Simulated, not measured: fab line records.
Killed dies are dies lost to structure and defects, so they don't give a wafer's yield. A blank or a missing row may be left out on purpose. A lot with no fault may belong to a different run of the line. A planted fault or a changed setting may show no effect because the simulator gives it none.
Chamber matching    flow n5-finfet    N5_BEOL_M2_DESCUM_16 on rie-diel-06 has 4 sister chambers
The step chemistry O2, time 7 s. 16 wafers are shown with their chamber, then 8 later ones without.

WAFERS, EACH WITH ITS CHAMBER
wafer   chamber  drypump-motor-current-A (A)  throttle-valve-pct (%)  oes-product-au (a.u.)
L074.2  2        6.3                          20.64                   0.72
L074.3  0        5.8                          20.50                   0.75
L074.5  0        5.8                          20.53                   0.74
L080.2  0        5.8                          20.55                   0.73
L080.3  3        5.2                          20.18                   0.75
L080.6  0        5.8                          20.53                   0.73
L082.2  1        5.4                          20.82                   0.73
L082.3  3        5.2                          20.21                   0.75
L082.5  0        5.8                          20.55                   0.72
L084.2  1        5.4                          20.82                   0.73
L084.3  0        5.8                          20.55                   0.72
L084.6  2        6.2                          20.12                   0.98
L085.1  2        6.2                          20.13                   0.98
L085.2  0        5.8                          20.55                   0.73
L085.3  1        5.4                          20.82                   0.73
L088.1  0        5.8                          20.56                   0.72

SIGNATURES (averages over the wafers above)
reading                  chamber 0  chamber 1  chamber 2  chamber 3  scatter within a chamber
drypump-motor-current-A  5.800      5.400      6.233      5.200      0.0236
throttle-valve-pct       20.5400    20.8200    20.2967    20.1950    0.122
oes-product-au           0.7300     0.7300     0.8933     0.7500     0.0618
Rule: distance of a wafer from a chamber = root of the sum over the readings of ((wafer's reading minus chamber's mean) / reading's scatter) squared. The wafer belongs to the nearest chamber; if the next one is less than 2 further off, it can't be placed. How the scatter is found: for the shown wafers, subtract from each reading the mean of its chamber, square and add these, divide the total by (wafers less chambers), then take the root.

WAFERS WITH NO CHAMBER GIVEN
wafer   drypump-motor-current-A (A)  throttle-valve-pct (%)  oes-product-au (a.u.)
L088.4  6.3                          20.14                   0.96
L088.5  6.3                          20.12                   0.97
L092.1  6.2                          20.15                   0.93
L092.2  5.2                          20.24                   0.73
L092.5  5.4                          20.86                   0.71
L093.1  6.3                          20.16                   0.93
L093.2  5.8                          20.58                   0.71
L093.5  5.8                          20.57                   0.71

THE CHAMBER EACH PASSED THROUGH
wafer   from the rows above  in truth
L088.4  2                    2
L088.5  2                    2
L092.1  2                    2
L092.2  3                    3
L092.5  1                    1
L093.1  2                    2
L093.2  0                    0
L093.5  0                    0
Correctly placed: 8 of 8. Number that these rows cannot place: 0. Placed wrongly: 0.
